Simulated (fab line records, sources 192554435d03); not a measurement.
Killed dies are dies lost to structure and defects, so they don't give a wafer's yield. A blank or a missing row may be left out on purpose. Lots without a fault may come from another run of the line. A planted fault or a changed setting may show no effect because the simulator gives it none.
fab line records | flow n5_finfet | part 2 of 2: steps 22 to 30 of 30
record lots=5 wafers=15 last_day=17
route steps=1938 shown BEOL_M13@1677
lots that met no fault: from a run of the same line without faults
start_h: hours from the record's first day to the start of the lot's first wafer shown | wait_h: hours since the lot's step before | " the same as in the row above | L1.1+2: a row that stands for several wafers | - no value, or no start given | * or withheld: withheld | < > ~ a bound
route shown NAME@n: a module of which the file shows steps, and the number in the route of the first | usual: mean/standard deviation of fault-free wafers | same: alike in all rows | chamber/n: place in a boat | sites: the reading at each site | _std_site: their standard deviation | _edge_site: outer sites' mean less inner sites' | radius_mm: how far each site lies from the wafer's centre | mask NAME#n: copy n | behind: the tool/chamber that last shaped the wafer | hold: why the lot was held/for how many hours/how that ended | device: the transistor (n, p or np) that didn't switch | end of line: the same wafers' tests at the end of the route | a step without rows: its recipe alone | killed: dies lost to structure and defects at the first sort, not the wafer's yield | map: a wafer's dies, x killed, . not, _ none there
set.NAME: the setting as run; set.NAME@STEP: as run at that earlier step | model.NAME: the simulator's own value behind a step, which no gauge read
lots at some steps of the route; a table a step, a row a wafer
services: from which hour (start_h, from the record's first day; less than 0 if before it) a tool's chamber was out of use, for how many hours, and why
## steps
# step N5_BEOL_M13_OCD_MEAS_35
# usual trench_depth_nm=412/6.7
# columns lot.wafer tool chamber start_h wait_h trench_depth_nm
L074.2 ocd-02 - 242.52 0.0 413
L074.4 " - " " 414
L074.6 " - " " 406
L081.2 ocd-01 - 296.16 0.0 419
L081.5 " - " " 412
L081.6 " - " " 420
L085.1 ocd-01 - 312.93 0.0 413
L085.3 " - " " 419
L085.4 " - " " 410
L092.1 ocd-02 - 355.92 0.0 411
L092.2 " - " " 409
L092.6 " - " " 408
L097.1 ocd-02 - 373.09 0.0 417
L097.3 " - " " 417
L097.5 " - " " 411
# step N5_BEOL_M13_STRIP_37
# recipe chemistry=N2/H2 power_w=1000 temp_c=250 h2_frac=0.65 overash_fraction=0.3 pressure_mtorr=withheld n2_flow_sccm=1750 h2_flow_sccm=3250
# usual drypump_motor_current_A=5.7/0.68 heater_power_w=310/23 oes_product_au=0.783/0.011
# columns lot.wafer tool chamber start_h wait_h drypump_motor_current_A heater_power_w oes_product_au rf_hours_counter_h
L074.2 plasma_asher-02 1 242.56 0.0 6.4 309 0.768 106
L074.4 " 0 " " 4.9 275 0.778 -
L074.6 " 1 " " 6.4 304 0.776 -
L081.2 plasma_asher-02 1 296.20 0.0 6.4 305 0.797 117
L081.5 " 1 " " 6.4 307 0.790 -
L081.6 " 0 " " 4.9 287 0.756 -
L085.1 plasma_asher-01 1 312.97 0.0 6.3 341 0.778 85
L085.3 " 1 " " 6.3 340 0.777 -
L085.4 " 0 " " 5.2 300 0.786 -
L092.1 plasma_asher-01 0 355.96 0.0 5.2 307 0.775 94
L092.2 " 1 " " 6.3 340 0.790 94
L092.6 " 0 " " 5.2 313 0.773 -
L097.1 plasma_asher-02 1 373.13 0.0 6.4 310 0.776 135
L097.3 " 0 " " 4.9 280 0.766 -
L097.5 " 1 " " 6.4 313 0.778 -
# step N5_BEOL_M13_ETCH_38
# recipe chemistry=CF4/N2 target=SiCN target_depth_a=675 taper_deg=2 time_s=71.9 ion_energy_ev=150 mask_material=SiO2 pressure_mtorr=40 source_w=430 bias_w=70 Ar_flow_sccm=100 cf4_flow_sccm=60 n2_flow_sccm=60
# usual drypump_motor_current_A=5.7/0.41 oes_product_au=0.82/0.098 rf_vpp_V=382.7/1.8 showerhead_plenum_p_Torr=2.22/0.069 throttle_valve_pct=15.43/0.2
# columns lot.wafer tool chamber start_h wait_h drypump_motor_current_A oes_product_au rf_hours_counter_h rf_vpp_V showerhead_plenum_p_Torr throttle_valve_pct
L074.2 rie_diel-05 1 242.64 - 5.8 0.76 166 385.1 2.29 15.27
L074.4 " 0 " " 5.1 0.67 249 383.5 2.26 15.82
L074.6 " 3 " " 5.8 0.70 - 383.7 2.26 15.68
L081.2 rie_diel-06 0 298.84 - 5.1 0.69 215 380.1 2.09 15.65
L081.5 " 0 " " 5.1 0.69 - 380.3 2.09 15.66
L081.6 " 3 " " 5.3 0.94 - 385.2 2.35 15.50
L085.1 rie_diel-05 1 319.30 - 5.8 0.73 195 384.3 2.28 15.29
L085.3 " 0 " " 5.0 0.93 15 383.2 2.26 15.36
L085.4 " 2 " " 5.6 0.76 173 379.2 2.12 15.46
L092.1 rie_diel-02 3 359.58 - 5.6 0.79 118 382.0 2.22 15.40
L092.2 " 2 " " 6.2 0.88 49 381.8 2.24 15.31
L092.6 " 1 " " 5.4 0.69 - 383.3 2.26 15.81
L097.1 rie_diel-06 2 385.90 - 5.9 0.94 18 381.7 2.17 15.23
L097.3 " 0 " " 5.1 0.67 237 378.7 2.08 15.69
L097.5 " 3 " " 5.3 0.88 - 386.6 2.34 15.56
# step N5_BEOL_M13_PRECLEAN_39
# recipe chemistry=residue_remover time_s=60 temp_c=40
# usual bath_guard_temp_C=40.0/0.54
# columns lot.wafer tool chamber start_h wait_h bath_guard_temp_C
L074.2 wet_bench-04 4 242.77 0.1 40.2
L074.4 " 2 " " 40.0
L074.6 " 3 " " 39.9
L081.2 wet_bench-05 6 298.96 0.1 39.9
L081.5 " 2 " " 40.4
L081.6 " 1 " " 40.3
L085.1 wet_bench-04 1 319.43 0.1 41.3
L085.3 " 0 " " 40.8
L085.4 " 2 " " 39.6
L092.1 wet_bench-05 0 359.71 0.1 39.9
L092.2 " 3 " " 40.7
L092.6 " 7 " " 40.2
L097.1 wet_bench-04 6 386.03 0.1 40.2
L097.3 " 1 " " 41.3
L097.5 " 0 " " 40.7
# step N5_BEOL_M13_SRD_40
# recipe time_s=30 temp_c=23 rinse_liquid=diw dry=n2_spin spin_rpm=1500 dry_time_s=30
# columns lot.wafer tool chamber start_h wait_h
L074.2+4+6 wet_bench-04 4,2,3 242.79 0.0
L081.2+5+6 wet_bench-05 6,2,1 298.98 0.0
L085.1+3+4 wet_bench-04 1,0,2 319.45 0.0
L092.1+2+6 wet_bench-05 0,3,7 359.73 0.0
L097.1+3+5 wet_bench-04 6,1,0 386.05 0.0
# step N5_BEOL_M13_DEGAS_41
# recipe ambient=vacuum temp_c=250 time_s=60
# usual heater_power_w=346/27
# columns lot.wafer tool chamber start_h wait_h heater_power_w
L074.2 pvd_sputter-03 - 242.90 0.1 356
L074.4 " - " " 364
L074.6 " - " " 300
L081.2 pvd_sputter-01 - 299.27 0.3 392
L081.5 " - " " 318
L081.6 " - " " 390
L085.1 pvd_sputter-02 - 319.62 0.2 354
L085.3 " - " " 359
L085.4 " - " " 339
L092.1 pvd_sputter-02 - 360.06 0.3 355
L092.2 " - " " 337
L092.6 " - " " 335
L097.1 pvd_sputter-03 - 386.21 0.1 299
L097.3 " - " " 382
L097.5 " - " " 367
# step N5_BEOL_M13_PRE_CLEAN_42
# recipe gas=H2/He time_s=30 temp_c=250
# usual heater_power_w=345/27
# columns lot.wafer tool chamber start_h wait_h heater_power_w
L074.2 pvd_sputter-03 - 242.94 0.0 359
L074.4 " - " " 365
L074.6 " - " " 296
L081.2 pvd_sputter-01 - 299.31 0.0 399
L081.5 " - " " 327
L081.6 " - " " 394
L085.1 pvd_sputter-02 - 319.66 0.0 353
L085.3 " - " " 367
L085.4 " - " " 333
L092.1 pvd_sputter-02 - 360.10 0.0 349
L092.2 " - " " 333
L092.6 " - " " 344
L097.1 pvd_sputter-03 - 386.25 0.0 287
L097.3 " - " " 380
L097.5 " - " " 371
# step N5_BEOL_M13_SPUTTER_43
# recipe material=TaN target_thk_a=150 temp_c=50 bias_v=168.6 power_w=15000 chamber_pressure_pa=0.12 time_s=24.19
# usual throttle_valve_pct=30.0/1.2
# columns lot.wafer tool chamber start_h wait_h throttle_valve_pct
L074.2 pvd_sputter-03 - 242.98 0.0 29.4
L074.4 " - " " 30.8
L074.6 " - " " 30.4
L081.2 pvd_sputter-01 - 299.35 0.0 29.1
L081.5 " - " " 30.5
L081.6 " - " " 29.0
L085.1 pvd_sputter-02 - 319.70 0.0 29.7
L085.3 " - " " 32.8
L085.4 " - " " 29.3
L092.1 pvd_sputter-02 - 360.14 0.0 32.6
L092.2 " - " " 29.8
L092.6 " - " " 29.7
L097.1 pvd_sputter-03 - 386.29 0.0 30.5
L097.3 " - " " 28.6
L097.5 " - " " 30.7
# step N5_BEOL_M13_SPUTTER_44
# recipe material=Ta target_thk_a=100 temp_c=50 bias_v=80 power_w=15000 chamber_pressure_pa=0.07 time_s=16.13
# usual throttle_valve_pct=30.0/1.2
# columns lot.wafer tool chamber start_h wait_h throttle_valve_pct
L074.2 pvd_sputter-03 - 243.06 0.0 29.1
L074.4 " - " " 30.7
L074.6 " - " " 30.4
L081.2 pvd_sputter-01 - 299.43 0.0 29.0
L081.5 " - " " 30.7
L081.6 " - " " 29.0
L085.1 pvd_sputter-02 - 319.78 0.0 29.4
L085.3 " - " " 32.7
L085.4 " - " " 28.9
L092.1 pvd_sputter-02 - 360.22 0.0 32.9
L092.2 " - " " 29.8
L092.6 " - " " 29.8
L097.1 pvd_sputter-03 - 386.37 0.0 30.0
L097.3 " - " " 28.9
L097.5 " - " " 30.5
## services
# columns tool chamber start_h hours kind
rie_diel-06 3 224.10 7.6 repair
rie_diel-06 - 243.11 0.3 repair
krf_scanner-02 - 253.02 0.8 pm
krf_scanner-01 - 268.10 1.3 pm
plasma_asher-01 - 273.31 0.4 repair
krf_scanner-02 - 281.71 1.3 pm
plasma_asher-02 - 284.54 2.8 pm
krf_scanner-01 - 293.90 2.0 repair
plasma_asher-01 - 294.33 2.8 pm
plasma_asher-01 - 300.80 5.8 repair
rie_diel-05 - 302.74 0.3 repair
krf_scanner-01 - 312.01 3.1 repair
krf_scanner-02 - 321.99 1.0 pm
wet_bench-02 - 327.03 4.0 repair
wet_bench-05 - 331.40 5.2 repair
krf_scanner-02 - 332.56 0.3 repair
krf_scanner-02 - 337.75 0.8 pm
pvd_sputter-02 - 339.95 2.2 repair
rie_diel-06 0 364.88 7.3 repair
pvd_sputter-03 - 368.00 0.7 repair
pvd_sputter-03 - 372.32 1.7 repair
rie_diel-06 1 374.02 1.3 repair
pvd_sputter-03 - 377.74 8.1 repair
pvd_sputter-01 - 377.90 0.6 repair
